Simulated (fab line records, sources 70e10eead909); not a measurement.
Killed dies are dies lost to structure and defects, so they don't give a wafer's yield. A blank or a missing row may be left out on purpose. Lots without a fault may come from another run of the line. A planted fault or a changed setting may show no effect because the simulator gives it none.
fab line records | flow nand_harc
record lots=24 wafers=72 last_day=34
route steps=1302 shown P_GATE@131
lots that met no fault: from a run of the same line without faults
start_h: hours from the record's first day to the start of the lot's first wafer shown | wait_h: hours since the lot's step before | " the same as in the row above | L1.1+2: a row that stands for several wafers | - no value, or no start given | * or withheld: withheld | < > ~ a bound
route shown NAME@n: a module of which the file shows steps, and the number in the route of the first | usual: mean/standard deviation of fault-free wafers | same: alike in all rows | chamber/n: place in a boat | sites: the reading at each site | _std_site: their standard deviation | _edge_site: outer sites' mean less inner sites' | radius_mm: how far each site lies from the wafer's centre | mask NAME#n: copy n | behind: the tool/chamber that last shaped the wafer | hold: why the lot was held/for how many hours/how that ended | device: the transistor (n, p or np) that didn't switch | end of line: the same wafers' tests at the end of the route | a step without rows: its recipe alone | killed: dies lost to structure and defects at the first sort, not the wafer's yield | map: a wafer's dies, x killed, . not, _ none there
set.NAME: the setting as run; set.NAME@STEP: as run at that earlier step | model.NAME: the simulator's own value behind a step, which no gauge read
steps of the route over a sample of lots; a table a step, a row a wafer
services: from which hour (start_h, from the record's first day; less than 0 if before it) a tool's chamber was out of use, for how many hours, and why
## steps
# step NHARC_P_GATE_HM_DEP_102
# recipe target_thk_a=1200 temp_c=400 material=aC
# usual susceptor_temp_C=400.03/0.27 throttle_valve_pct=35.000/0.0095
# columns lot.wafer tool chamber start_h wait_h susceptor_temp_C throttle_valve_pct
L074.1 acl_dep-02 0 94.40 0.5 399.61 34.992
L074.2 " 0 " " 399.56 35.002
L074.5 " 0 " " 399.86 34.990
L075.4 acl_dep-03 0 108.20 1.9 399.87 35.002
L075.5 " 0 " " 399.99 34.999
L075.6 " 0 " " 400.33 34.979
L076.3 acl_dep-02 0 113.13 1.0 400.27 35.013
L076.4 " 0 " " 400.08 35.002
L076.6 " 0 " " 400.03 34.986
L077.1 acl_dep-01 0 124.41 4.0 400.08 35.010
L077.4 " 0 " " 399.96 34.994
L077.5 " 0 " " 399.38 34.994
L078.4 acl_dep-02 0 136.14 1.5 399.54 34.986
L078.5 " 0 " " 400.01 34.995
L078.6 " 0 " " 399.55 35.011
L079.1 acl_dep-01 0 144.29 1.6 399.85 34.997
L079.4 " 0 " " 399.74 35.011
L079.5 " 0 " " 399.66 34.994
L080.3 acl_dep-02 0 157.76 0.6 - 35.001
L080.4 " 0 " " - 34.994
L080.6 " 0 " " - 35.005
L081.2 acl_dep-02 0 168.96 1.8 400.18 34.999
L081.3 " 0 " " 400.05 34.998
L081.6 " 0 " " 400.33 34.983
L082.1 acl_dep-01 0 176.87 3.6 - 35.013
L082.3 " 0 " " - 35.000
L082.5 " 0 " " - 34.987
L083.1 acl_dep-02 0 191.55 0.7 400.22 35.001
L083.2 " 0 " " 399.96 35.003
L083.6 " 0 " " 399.94 35.002
L084.2 acl_dep-03 0 200.74 0.5 400.16 35.002
L084.3 " 0 " " 400.14 35.008
L084.4 " 0 " " 399.55 34.999
L085.1 acl_dep-03 0 217.89 3.9 400.49 35.013
L085.2 " 0 " " 400.39 34.989
L085.4 " 0 " " 400.66 35.010
L086.1 acl_dep-03 0 218.53 4.5 400.22 34.983
L086.5 " 0 " " 400.45 35.004
L086.6 " 0 " " 400.16 35.008
L089.2 acl_dep-01 0 240.77 0.5 400.01 34.994
L089.3 " 0 " " 399.89 35.014
L089.5 " 0 " " 399.89 34.987
L087.1 acl_dep-01 0 241.30 1.0 - 35.010
L087.5 " 0 " " - 34.997
L087.6 " 0 " " - 34.997
L088.3 acl_dep-03 0 241.83 1.6 - 34.993
L088.5 " 0 " " - 35.019
L088.6 " 0 " " - 35.004
L090.1 acl_dep-01 0 260.90 9.1 400.11 35.013
L090.2 " 0 " " 400.06 35.006
L090.5 " 0 " " 399.81 35.003
L091.2 acl_dep-03 0 268.74 3.7 400.29 35.002
L091.4 " 0 " " 400.26 34.995
L091.5 " 0 " " 399.97 34.995
L092.1 acl_dep-03 0 279.12 0.4 - 35.007
L092.2 " 0 " " - 34.990
L092.3 " 0 " " - 34.995
L093.1 acl_dep-01 0 288.12 3.2 399.85 34.984
L093.4 " 0 " " 400.38 34.999
L093.6 " 0 " " 400.05 35.025
L094.3 acl_dep-02 0 299.34 3.7 399.99 34.987
L094.4 " 0 " " 400.27 34.999
L094.5 " 0 " " 400.10 34.995
L095.2 acl_dep-02 0 312.54 8.6 399.88 35.002
L095.4 " 0 " " 400.10 34.992
L095.6 " 0 " " 400.31 35.008
L096.2 acl_dep-02 0 321.08 1.7 - 34.999
L096.4 " 0 " " - 35.002
L096.6 " 0 " " - 34.993
L097.4 acl_dep-03 0 324.96 0.7 - 35.001
L097.5 " 0 " " - 34.996
L097.6 " 0 " " - 34.996
# step NHARC_P_GATE_DEP_103
# recipe target_thk_a=300 target_thk_nm=30 temp_c=400 flow_sccm=200 rf_w=350 material=SiON
# usual heater_power_w=728/54 rf_fwd_power_W=348.6/1 susceptor_temp_C=400.00/0.23
# columns lot.wafer tool chamber start_h wait_h heater_power_w rf_fwd_power_W susceptor_temp_C
L074.1 pecvd-01 2 95.17 0.7 712 348.0 400.22
L074.2 " 1 " " 705 348.4 400.07
L074.5 " 2 " " 735 348.0 400.48
L075.5 pecvd-03 0 108.63 0.2 770 348.0 399.83
L075.6 " 1 " " 757 345.7 399.94
L075.4 " 2 " " 749 348.5 400.08
L076.3 pecvd-01 2 113.67 0.4 740 346.5 400.06
L076.4 " 1 " " 715 347.8 400.39
L076.6 " 2 " " 741 347.7 400.12
L077.1 pecvd-03 1 125.22 0.7 757 348.7 400.08
L077.5 " 2 " " 711 348.8 399.82
L077.4 " 0 " " 655 347.8 399.79
L078.5 pecvd-02 2 136.57 0.2 677 347.8 399.97
L078.6 " 0 " " 730 348.7 400.19
L078.4 " 1 " " 869 348.7 399.76
L079.1 pecvd-03 2 145.02 0.6 760 347.7 399.62
L079.5 " 1 " " 813 346.7 399.53
L079.4 " 2 " " 769 347.7 400.12
L080.3 pecvd-02 1 158.23 0.4 706 349.2 400.52
L080.6 " 0 " " 630 347.5 400.18
L080.4 " 1 " " 712 349.5 400.32
L081.3 pecvd-02 1 169.51 0.3 785 348.3 399.91
L081.2 " 0 " " 728 350.0 400.04
L081.6 " 0 " " 723 349.9 400.20
L082.1 pecvd-02 0 177.53 0.6 739 350.3 400.36
L082.3 " 1 " " 812 348.2 400.07
L082.5 " 0 " " 747 350.3 400.30
L083.1 pecvd-01 1 192.22 0.6 657 347.5 399.72
L083.2 " 2 " " 636 347.9 399.68
L083.6 " 2 " " 625 349.0 399.89
L084.3 pecvd-01 0 201.34 0.4 692 349.2 399.91
L084.2 " 1 " " 725 348.1 399.63
L084.4 " 2 " " 688 347.9 400.04
L085.1 pecvd-02 0 218.55 0.6 648 349.1 400.16
L085.2 " 1 " " 824 349.2 399.60
L085.4 " 0 " " 652 350.1 400.27
L086.1 pecvd-01 0 219.20 0.6 613 350.5 399.95
L086.6 " 0 " " 604 348.6 399.81
L086.5 " 1 " " 781 349.2 399.94
L089.2 pecvd-02 2 241.32 0.4 691 349.0 400.23
L089.3 " 1 " " 825 348.9 400.00
L089.5 " 2 " " 698 348.9 399.90
L087.1 pecvd-03 0 242.02 0.6 703 348.4 399.74
L087.6 " 2 " " 736 348.6 400.21
L087.5 " 0 " " 721 349.4 399.78
L088.3 pecvd-02 0 242.28 0.3 715 348.9 399.72
L088.5 " 0 " " 724 348.3 399.77
L088.6 " 1 " " 777 349.3 399.77
L090.1 pecvd-01 1 261.57 0.6 680 350.0 400.25
L090.2 " 0 " " 663 349.1 399.99
L090.5 " 2 " " 760 347.9 400.18
L091.2 pecvd-02 2 269.54 0.7 735 349.5 399.70
L091.4 " 0 " " 729 349.6 400.34
L091.5 " 2 " " 740 348.3 399.85
L092.3 pecvd-01 2 279.78 0.3 663 349.6 400.28
L092.2 " 0 " " 736 348.0 400.14
L092.1 " 1 " " 742 348.7 400.15
L093.1 pecvd-02 2 288.84 0.6 683 349.7 400.19
L093.6 " 0 " " 685 350.5 400.12
L093.4 " 1 " " 831 349.0 400.01
L094.3 pecvd-01 2 299.85 0.4 637 347.1 400.08
L094.4 " 0 " " 705 349.9 400.16
L094.5 " 1 " " 728 348.3 399.48
L095.2 pecvd-02 2 313.14 0.5 714 349.9 399.55
L095.4 " 2 " " 717 349.5 399.70
L095.6 " 0 " " 778 349.5 399.94
L096.2 pecvd-03 0 321.66 0.5 778 348.8 399.52
L096.6 " 0 " " 776 348.2 399.67
L096.4 " 1 " " 783 348.7 400.00
L097.4 pecvd-02 1 325.38 0.3 852 346.7 399.97
L097.6 " 2 " " 718 349.2 400.02
L097.5 " 0 " " 665 349.2 400.13
# step NHARC_P_GATE_INSPECT_28
# usual raw_defect_count=5.6/2.7
# columns lot.wafer tool chamber start_h wait_h raw_defect_count
L074.1 defect_inspect-02 - 96.01 0.0 4
L074.2 " - " " 4
L074.5 " - " " 4
L075.4 defect_inspect-02 - 109.22 0.0 11
L075.5 " - " " 5
L075.6 " - " " 10
L076.3 defect_inspect-02 - 114.41 0.0 4
L076.4 " - " " 6
L076.6 " - " " 6
L077.1 defect_inspect-01 - 125.84 0.0 10
L077.4 " - " " 3
L077.5 " - " " 7
L078.4 defect_inspect-02 - 137.16 0.0 5
L078.5 " - " " 5
L078.6 " - " " 5
L079.1 defect_inspect-02 - 145.64 0.0 3
L079.4 " - " " 2
L079.5 " - " " 7
L080.3 defect_inspect-02 - 158.88 0.0 6
L080.4 " - " " 2
L080.6 " - " " 10
L081.2 defect_inspect-01 - 170.20 0.0 5
L081.3 " - " " 6
L081.6 " - " " 6
L082.1 defect_inspect-01 - 178.33 0.0 4
L082.3 " - " " 3
L082.5 " - " " 2
L083.1 defect_inspect-01 - 193.02 0.0 4
L083.2 " - " " 3
L083.6 " - " " 1
L084.2 defect_inspect-01 - 202.11 0.0 4
L084.3 " - " " 6
L084.4 " - " " 4
L085.1 defect_inspect-02 - 219.23 0.0 9
L085.2 " - " " 12
L085.4 " - " " 8
L086.1 defect_inspect-02 - 220.00 0.0 9
L086.5 " - " " 7
L086.6 " - " " 5
L089.2 defect_inspect-01 - 242.13 0.0 5
L089.3 " - " " 8
L089.5 " - " " 3
L087.1 defect_inspect-02 - 242.76 0.0 4
L087.5 " - " " 6
L087.6 " - " " 2
L088.3 defect_inspect-02 - 243.08 0.0 4
L088.5 " - " " 2
L088.6 " - " " 4
L090.1 defect_inspect-02 - 262.37 0.0 6
L090.2 " - " " 6
L090.5 " - " " 8
L091.2 defect_inspect-02 - 270.16 0.0 4
L091.4 " - " " 5
L091.5 " - " " 5
L092.1 defect_inspect-01 - 280.58 0.0 7
L092.2 " - " " 7
L092.3 " - " " 3
L093.1 defect_inspect-01 - 289.58 0.0 5
L093.4 " - " " 4
L093.6 " - " " 6
L094.3 defect_inspect-02 - 300.61 0.0 8
L094.4 " - " " 8
L094.5 " - " " 3
L095.2 defect_inspect-01 - 313.91 0.0 8
L095.4 " - " " 7
L095.6 " - " " 7
L096.2 defect_inspect-01 - 322.46 0.0 2
L096.4 " - " " 7
L096.6 " - " " 5
L097.4 defect_inspect-01 - 325.98 0.0 3
L097.5 " - " " 6
L097.6 " - " " 5
# step NHARC_P_GATE_DESCUM_31
# recipe time_s=3 o2_flow_sccm=200 ar_flow_sccm=0 bias_power_w=0 chemistry=O2
# usual drypump_motor_current_A=5.8/0.43 oes_product_au=0.997/0.0099 rf_vpp_V=57.8/0.8 showerhead_plenum_p_Torr=1.91/0.085 throttle_valve_pct=11.311/0.0088
# columns lot.wafer tool chamber start_h wait_h drypump_motor_current_A oes_product_au rf_hours_counter_h rf_vpp_V showerhead_plenum_p_Torr throttle_valve_pct
L074.2 rie_diel-01 3 96.07 0.1 5.0 1.011 5.6 58.7 1.95 11.313
L074.1 " 2 " " 5.6 1.009 6.0 58.2 2.00 11.301
L074.5 " 1 " " 6.6 1.001 - 57.6 2.05 11.303
L075.4 rie_diel-06 1 109.31 0.1 6.2 0.994 9.8 57.4 1.80 11.306
L075.5 " 2 " " 5.7 0.979 - 58.6 1.96 11.302
L075.6 " 3 " " 5.4 1.015 - 57.2 1.79 11.309
L076.3 rie_diel-01 2 114.50 0.1 5.5 0.993 6.2 57.3 2.00 11.312
L076.6 " 3 " " 5.0 1.001 - 58.4 1.94 11.305
L076.4 " 1 " " 6.6 0.999 - 57.9 2.05 11.296
L077.1 rie_diel-01 0 125.90 0.1 6.1 0.995 4.8 57.2 1.91 11.329
L077.4 " 3 " " 5.0 1.005 6.2 58.8 1.94 11.296
L077.5 " 0 " " 6.1 0.991 - 57.9 1.91 11.317
L078.4 rie_diel-10 2 137.25 0.1 6.1 1.011 3.3 57.3 1.97 11.319
L078.6 " 3 " " 5.4 1.004 - 58.2 1.98 11.322
L078.5 " 0 " " 6.0 1.007 - 56.6 1.80 11.303
L079.1 rie_diel-10 3 145.70 0.1 5.4 0.999 2.7 58.2 1.98 11.298
L079.4 " 1 " " 5.6 1.001 3.8 59.0 1.82 11.303
L079.5 " 0 " " 6.0 0.996 - 57.4 1.80 11.307
L080.4 rie_diel-10 2 158.95 0.1 6.1 1.002 3.8 58.2 1.97 11.322
L080.3 " 3 " " 5.4 0.990 3.0 57.0 1.98 11.311
L080.6 " 2 " " 6.1 1.000 - 57.0 1.97 11.320
L081.3 rie_diel-10 3 170.26 0.1 5.4 0.979 3.9 59.0 1.98 11.312
L081.2 " 1 " " 5.6 0.983 5.7 58.4 1.82 11.318
L081.6 " 0 " " 6.0 0.993 - 57.6 1.80 11.308
L082.3 rie_diel-10 1 178.39 0.1 5.6 0.988 5.8 57.3 1.82 11.321
L082.1 " 2 " " 6.1 1.021 5.1 58.9 1.97 11.299
L082.5 " 2 " " 6.1 1.010 - 56.5 1.96 11.318
L083.2 rie_diel-06 0 193.09 0.1 5.7 1.001 3.0 57.7 1.89 11.288
L083.1 " 1 " " 6.2 0.992 2.0 55.6 1.80 11.315
L083.6 " 0 " " 5.6 0.989 - 58.4 1.89 11.309
L084.3 rie_diel-10 2 202.18 0.1 6.1 1.015 5.5 57.6 1.96 11.307
L084.2 " 3 " " 5.4 0.988 4.5 58.0 1.98 11.306
L084.4 " 0 " " 5.9 1.002 5.9 58.4 1.80 11.303
L085.1 rie_diel-10 3 219.29 0.1 5.4 0.989 5.7 59.1 1.98 11.315
L085.2 " 0 " " 5.9 0.999 7.6 56.8 1.80 11.303
L085.4 " 2 " " 6.1 1.017 6.8 57.9 1.96 11.321
L086.1 rie_diel-10 0 220.08 0.1 5.9 1.016 7.7 57.4 1.80 11.321
L086.6 " 2 " " 6.1 1.018 - 56.7 1.96 11.313
L086.5 " 3 " " 5.4 0.993 - 57.5 1.98 11.313
L089.3 rie_diel-01 3 242.19 0.1 5.0 1.006 2.1 58.0 1.94 11.309
L089.2 " 1 " " 6.6 0.989 1.2 57.4 2.05 11.310
L089.5 " 3 " " 5.0 1.000 - 58.6 1.94 11.309
L087.1 rie_diel-06 0 242.85 0.1 5.8 0.981 6.4 58.2 1.89 11.308
L087.6 " 1 " " 6.3 0.997 - 57.7 1.80 11.317
L087.5 " 2 " " 5.7 0.978 - 56.4 1.96 11.313
L088.3 rie_diel-01 0 243.16 0.1 6.1 0.972 1.8 58.0 1.91 11.303
L088.6 " 2 " " 5.6 0.998 - 58.2 2.00 11.316
L088.5 " 3 " " 5.0 0.998 - 57.3 1.94 11.325
L090.1 rie_diel-01 3 262.44 0.1 5.0 0.996 3.2 57.7 1.94 11.304
L090.2 " 1 " " 6.6 0.989 2.0 57.8 2.05 11.293
L090.5 " 2 " " 5.5 1.005 - 58.4 2.00 11.313
L091.4 rie_diel-10 3 270.23 0.1 5.4 0.987 1.0 58.7 1.97 11.311
L091.2 " 0 " " 6.0 0.990 1.0 57.6 1.80 11.321
L091.5 " 2 " " 6.1 1.002 - 58.3 1.96 11.309
L092.2 rie_diel-01 1 280.64 0.1 6.5 0.995 3.0 58.9 2.05 11.316
L092.1 " 2 " " 5.6 1.002 3.5 58.5 2.00 11.311
L092.3 " 0 " " 6.1 0.985 3.5 58.0 1.91 11.300
L093.4 rie_diel-10 2 289.64 0.1 6.1 1.015 1.6 57.7 1.96 11.308
L093.1 " 1 " " 5.6 0.994 1.7 57.1 1.82 11.316
L093.6 " 2 " " 6.1 1.011 - 59.0 1.96 11.299
L094.3 rie_diel-10 2 300.69 0.1 6.1 1.015 2.0 58.6 1.96 11.308
L094.4 " 3 " " 5.4 1.005 1.6 57.6 1.97 11.308
L094.5 " 0 " " 6.0 0.994 - 56.5 1.80 11.310
L095.2 rie_diel-01 0 314.03 0.1 6.1 0.975 5.3 58.5 1.91 11.312
L095.4 " 1 " " 6.6 0.988 5.3 58.0 2.04 11.312
L095.6 " 0 " " 6.1 0.970 - 58.0 1.91 11.307
L096.4 rie_diel-06 2 322.54 0.1 5.7 0.988 0.2 58.8 1.95 11.326
L096.2 " 3 " " 5.3 0.986 0.1 57.9 1.78 11.321
L096.6 " 0 " " 5.7 1.001 - 56.6 1.89 11.310
L097.4 rie_diel-06 2 326.07 0.1 5.7 0.988 - 59.2 1.95 11.317
L097.5 " 3 " " 5.3 1.002 - 56.4 1.78 11.304
L097.6 " 1 " " 6.2 0.997 - 57.2 1.80 11.312
# step NHARC_P_GATE_ETCH_114
# recipe target_depth_a=300 overetch_a=30 time_s=16.5 ion_energy_ev=100 cf4_flow_sccm=80 o2_flow_sccm=20 ar_flow_sccm=0 rf_w=300 bias_w=100 chemistry=CF4/O2
# usual cf4_flow_sccm=79.96/0.26 drypump_motor_current_A=5.8/0.43 oes_product_au=0.997/0.0095 rf_fwd_power_W=293.5/1.5 rf_vpp_V=197.7/1.4 showerhead_plenum_p_Torr=1.33/0.058 throttle_valve_pct=13.397/0.0087
# columns lot.wafer tool chamber start_h wait_h cf4_flow_sccm drypump_motor_current_A oes_product_au rf_fwd_power_W rf_hours_counter_h rf_vpp_V showerhead_plenum_p_Torr throttle_valve_pct
L074.2 rie_diel-01 3 - - 79.98 5.0 1.008 294.0 5.7 198.1 1.36 13.391
L074.1 " 1 " " 79.84 6.6 0.983 291.4 6.1 199.0 1.43 13.402
L074.5 " 3 " " 80.26 5.0 0.995 294.5 - 198.8 1.36 13.396
L075.4 rie_diel-06 1 - - 80.42 6.2 0.984 295.6 9.9 196.9 1.26 13.400
L075.5 " 0 " " 79.96 5.6 1.002 293.5 - 198.5 1.32 13.403
L075.6 " 1 " " 80.01 6.3 0.993 294.5 - 194.8 1.26 13.382
L076.3 rie_diel-01 1 - - 80.06 6.6 0.991 291.5 6.3 199.2 1.43 13.380
L076.6 " 3 " " 80.31 5.0 1.002 293.0 - 199.8 1.36 13.409
L076.4 " 2 " " 79.87 5.5 0.983 293.4 - 199.0 1.39 13.401
L077.4 rie_diel-01 3 - - 80.15 5.0 1.007 294.4 6.2 197.9 1.36 13.383
L077.1 " 1 " " 80.07 6.6 1.000 291.8 6.6 198.9 1.43 13.402
L077.5 " 3 " " 80.00 5.0 0.992 294.5 - 197.8 1.36 13.394
L078.4 rie_diel-10 0 - - 79.83 5.9 1.000 295.6 3.7 195.9 1.26 13.394
L078.5 " 3 " " 80.54 5.4 0.996 292.2 - 198.8 1.38 13.386
L078.6 " 0 " " 79.63 5.9 1.001 295.1 - 195.8 1.26 13.392
L079.1 rie_diel-10 3 - - 79.39 5.4 0.993 290.9 2.8 199.0 1.38 13.417
L079.4 " 0 " " 79.68 5.9 0.996 293.5 3.8 196.2 1.26 13.416
L079.5 " 2 " " 79.96 6.1 0.996 294.4 - 198.2 1.37 13.401
L080.4 rie_diel-10 0 - - 79.97 6.0 1.001 293.8 4.1 195.0 1.26 13.409
L080.3 " 3 " " 80.14 5.4 0.994 292.7 3.1 199.1 1.38 13.383
L080.6 " 1 " " 79.50 5.7 1.000 294.1 - 196.1 1.27 13.383
L081.3 rie_diel-10 1 - - 79.63 5.7 0.982 293.7 5.7 195.7 1.27 13.408
L081.2 " 2 " " 79.75 6.1 1.016 294.8 4.9 199.9 1.37 13.407
L081.6 " 3 " " 80.05 5.4 0.997 291.0 - 199.3 1.38 13.392
L082.3 rie_diel-10 0 - - 80.08 5.9 1.001 294.0 5.6 196.6 1.26 13.397
L082.1 " 2 " " 79.97 6.1 1.012 294.2 5.1 197.6 1.37 13.404
L082.5 " 1 " " 79.92 5.6 0.999 292.9 - 196.8 1.27 13.399
L083.1 rie_diel-06 1 - - 80.02 6.2 1.007 295.1 2.1 196.4 1.26 13.384
L083.2 " 2 " " 79.94 5.7 0.991 293.3 3.6 196.6 1.36 13.394
L083.6 " 0 " " 79.77 5.7 0.993 291.5 - 196.8 1.32 13.380
L084.4 rie_diel-10 0 - - 80.25 5.9 1.006 295.0 6.0 195.5 1.26 13.392
L084.3 " 1 " " 80.13 5.7 0.993 292.8 6.3 197.9 1.27 13.408
L084.2 " 2 " " 80.07 6.1 1.023 295.7 5.5 199.3 1.37 13.396
L085.4 rie_diel-10 3 - - 79.89 5.4 0.988 291.4 5.7 198.7 1.38 13.394
L085.1 " 0 " " 79.61 5.9 1.010 294.6 7.7 197.3 1.26 13.392
L085.2 " 1 " " 80.13 5.6 1.001 294.5 8.1 195.8 1.27 13.397
L086.1 rie_diel-10 1 - - 79.84 5.6 0.999 293.3 8.2 196.8 1.27 13.401
L086.5 " 3 " " 79.54 5.4 0.997 290.8 - 199.0 1.38 13.394
L086.6 " 0 " " 80.10 6.0 0.998 294.3 - 193.3 1.26 13.396
L089.3 rie_diel-01 3 - - 80.01 5.0 1.017 294.5 2.1 198.7 1.36 13.404
L089.2 " 2 " " 80.00 5.6 1.009 291.6 1.6 199.0 1.39 13.398
L089.5 " 3 " " 79.68 5.0 1.015 295.8 - 198.8 1.36 13.399
L087.1 rie_diel-06 2 - - 80.37 5.7 0.983 293.0 7.2 198.9 1.36 13.399
L087.5 " 0 " " 80.13 5.7 0.980 290.6 - 197.4 1.32 13.410
L087.6 " 1 " " 80.17 6.2 0.997 295.6 - 195.7 1.26 13.394
L088.3 rie_diel-01 0 - - 80.06 6.1 0.992 293.0 1.9 198.9 1.33 13.415
L088.5 " 0 " " 79.93 6.1 0.985 292.3 - 197.2 1.33 13.404
L088.6 " 1 " " 79.37 6.5 0.988 292.7 - 200.2 1.43 13.387
L090.1 rie_diel-01 1 - - 80.25 6.6 0.989 293.0 2.0 201.0 1.43 13.390
L090.2 " 3 " " 79.78 5.0 1.003 296.1 3.2 198.4 1.35 13.378
L090.5 " 0 " " 80.35 6.1 0.981 292.9 - 198.0 1.33 13.396
L091.2 rie_diel-10 2 - - 79.76 6.1 0.998 293.6 1.4 197.8 1.37 13.407
L091.4 " 3 " " 79.91 5.4 0.996 291.9 1.1 199.0 1.38 13.398
L091.5 " 2 " " 80.04 6.1 1.001 293.3 - 198.6 1.37 13.384
L092.2 rie_diel-01 1 - - 80.41 6.5 0.978 291.7 3.1 199.5 1.43 13.409
L092.3 " 3 " " 79.45 5.0 1.006 294.9 4.1 197.6 1.36 13.406
L092.1 " 0 " " 80.09 6.1 0.973 291.4 3.6 197.4 1.33 13.400
L093.4 rie_diel-10 0 - - 80.07 5.9 0.994 296.2 1.4 195.7 1.26 13.383
L093.1 " 1 " " 79.75 5.6 0.993 295.4 1.7 195.2 1.27 13.401
L093.6 " 3 " " 80.01 5.4 0.990 293.7 - 198.8 1.38 13.385
L094.3 rie_diel-10 0 - - 80.01 5.9 0.992 295.1 1.6 197.8 1.25 13.403
L094.4 " 1 " " 80.28 5.6 0.990 292.5 2.0 196.3 1.27 13.410
L094.5 " 3 " " 79.73 5.4 0.989 293.8 - 198.4 1.38 13.387
L095.2 rie_diel-01 3 - - 79.59 5.0 1.010 292.7 6.2 197.9 1.35 13.404
L095.4 " 0 " " 80.06 6.1 0.988 292.5 5.6 198.0 1.33 13.390
L095.6 " 2 " " 79.70 5.6 1.010 293.2 - 199.4 1.39 13.396
L096.2 rie_diel-06 1 - - 79.96 6.2 1.000 294.4 0.2 197.4 1.26 13.388
L096.4 " 0 " " 80.32 5.7 0.998 291.8 0.2 198.1 1.32 13.409
L096.6 " 2 " " 79.79 5.7 0.995 292.7 - 198.8 1.36 13.385
L097.6 rie_diel-06 3 - - 79.62 5.4 0.990 297.3 - 195.8 1.25 13.395
L097.4 " 1 " " 79.68 6.3 0.990 295.6 - 197.3 1.26 13.398
L097.5 " 2 " " 79.86 5.7 0.995 292.1 - 198.8 1.36 13.399
# step NHARC_P_GATE_STRIP_113
# recipe power_w=1500 temp_c=110 time_s=740 chemistry=N2/H2
# usual drypump_motor_current_A=5.8/0.41 heater_power_w=88/6.6 temp_c=110.00/0.14
# columns lot.wafer tool chamber start_h wait_h drypump_motor_current_A heater_power_w rf_hours_counter_h temp_c
L074.1 plasma_asher-01 1 112.12 0.2 5.2 95 24 109.93
L074.2 " 0 " " 5.8 90 24 109.99
L074.5 " 1 " " 5.2 94 - 109.73
L075.4 plasma_asher-01 1 125.46 0.3 5.2 95 - 110.08
L075.6 " 1 " " 5.2 97 - 109.93
L075.5 " 0 " " 5.8 94 - 109.87
L076.3 plasma_asher-02 1 130.47 0.4 6.3 83 - 110.05
L076.4 " 0 " " 6.0 83 - 110.15
L076.6 " 0 " " 6.0 83 - 110.06
L077.1 plasma_asher-01 1 141.81 0.2 5.2 96 29 109.79
L077.4 " 0 " " 5.8 91 - 109.86
L077.5 " 1 " " 5.2 94 - 109.88
L078.4 plasma_asher-02 0 153.56 0.3 6.0 84 - 110.05
L078.6 " 0 " " 6.0 81 - 109.94
L078.5 " 1 " " 6.3 80 - 110.12
L079.1 plasma_asher-02 0 161.34 0.2 6.0 84 16 110.00
L079.4 " 0 " " 6.0 82 - 109.86
L079.5 " 0 " " 6.0 82 - 110.22
L080.3 plasma_asher-01 1 174.61 0.4 5.2 96 - 109.97
L080.4 " 0 " " 5.8 88 - 109.82
L080.6 " 1 " " 5.2 98 - 110.00
L081.2 plasma_asher-02 1 188.25 0.2 6.3 82 23 110.14
L081.3 " 0 " " 6.0 85 - 110.30
L081.6 " 0 " " 6.0 82 - 110.06
L082.1 plasma_asher-01 0 194.18 0.3 5.8 86 3 110.19
L082.3 " 0 " " 5.8 85 - 110.16
L082.5 " 1 " " 5.2 98 - 110.03
L083.1 plasma_asher-01 0 208.85 0.2 5.8 85 6 110.14
L083.2 " 1 " " 5.2 100 6 109.92
L083.6 " 1 " " 5.2 98 - 109.77
L084.2 plasma_asher-02 0 220.02 0.2 6.0 83 29 110.17
L084.3 " 0 " " 6.0 85 - 110.11
L084.4 " 1 " " 6.3 81 - 110.32
L085.1 plasma_asher-01 0 235.10 0.2 5.9 86 12 110.16
L085.2 " 1 " " 5.2 96 12 109.87
L085.4 " 0 " " 5.8 87 - 110.04
L086.1 plasma_asher-02 0 235.82 0.2 6.0 84 33 110.24
L086.6 " 0 " " 6.0 84 - 109.98
L086.5 " 1 " " 6.3 82 - 109.84
L089.2 plasma_asher-02 0 258.12 0.4 6.0 82 0 110.13
L089.3 " 1 " " 6.3 80 - 110.16
L089.5 " 0 " " 6.0 79 - 110.03
L087.1 plasma_asher-01 0 258.65 0.2 5.8 87 17 109.74
L087.6 " 0 " " 5.8 88 - 110.05
L087.5 " 1 " " 5.2 96 - 109.89
L088.3 plasma_asher-02 0 261.10 0.4 6.0 84 - 110.13
L088.6 " 0 " " 6.0 81 - 110.01
L088.5 " 1 " " 6.3 80 - 110.05
L090.1 plasma_asher-01 1 278.09 0.2 5.2 97 21 110.06
L090.2 " 0 " " 5.8 88 21 109.76
L090.5 " 0 " " 5.8 87 - 110.04
L091.2 plasma_asher-01 1 286.10 0.3 5.2 96 23 109.91
L091.4 " 0 " " 5.8 85 - 109.93
L091.5 " 1 " " 5.2 97 - 109.94
L092.2 plasma_asher-02 0 296.33 0.2 6.0 79 8 110.01
L092.1 " 1 " " 6.3 80 8 109.76
L092.3 " 1 " " 6.3 81 - 109.83
L093.1 plasma_asher-01 1 305.46 0.3 5.2 96 26 110.25
L093.4 " 0 " " 5.8 86 - 110.10
L093.6 " 1 " " 5.2 96 - 110.09
L094.3 plasma_asher-02 0 316.56 0.4 6.0 80 - 109.85
L094.4 " 1 " " 6.3 78 - 109.87
L094.5 " 1 " " 6.3 81 - 110.14
L095.2 plasma_asher-01 1 330.23 0.3 5.2 95 30 109.88
L095.4 " 1 " " 5.2 97 - 109.75
L095.6 " 1 " " 5.2 96 - 109.90
L096.2 plasma_asher-01 0 338.79 0.3 5.8 85 32 110.00
L096.4 " 0 " " 5.8 86 - 109.96
L096.6 " 1 " " 5.2 98 - 110.13
L097.4 plasma_asher-01 0 342.20 0.3 5.8 90 - 110.14
L097.6 " 0 " " 5.8 87 - 110.18
L097.5 " 1 " " 5.2 95 - 110.04
## services
# columns tool chamber start_h hours kind
plasma_asher-02 - 72.00 9.0 pm
rie_diel-06 - 78.74 0.9 repair
rie_diel-01 0 93.40 3.5 repair
rie_diel-10 3 106.59 5.3 repair
rie_diel-10 2 109.82 12.1 repair
rie_diel-01 0 114.13 11.5 repair
rie_diel-06 - 130.20 9.0 pm
rie_diel-06 1 161.22 10.7 repair
pecvd-02 2 161.79 4.9 repair
plasma_asher-01 - 165.12 9.0 pm
rie_diel-06 2 177.99 15.3 repair
rie_diel-06 1 179.76 2.9 repair
rie_diel-01 - 203.80 9.0 pm
pecvd-02 - 227.00 13.0 pm
rie_diel-10 - 242.50 9.0 pm
pecvd-02 0 243.45 3.8 repair
rie_diel-06 - 248.96 0.3 repair
plasma_asher-02 - 249.00 9.0 pm
rie_diel-06 - 307.20 9.0 pm
rie_diel-10 2 322.48 9.0 repair
rie_diel-06 0 323.13 4.4 repair
plasma_asher-02 - 329.45 2.8 repair
rie_diel-01 - 336.21 0.9 repair
rie_diel-06 3 338.40 5.2 repair
## key
fault none
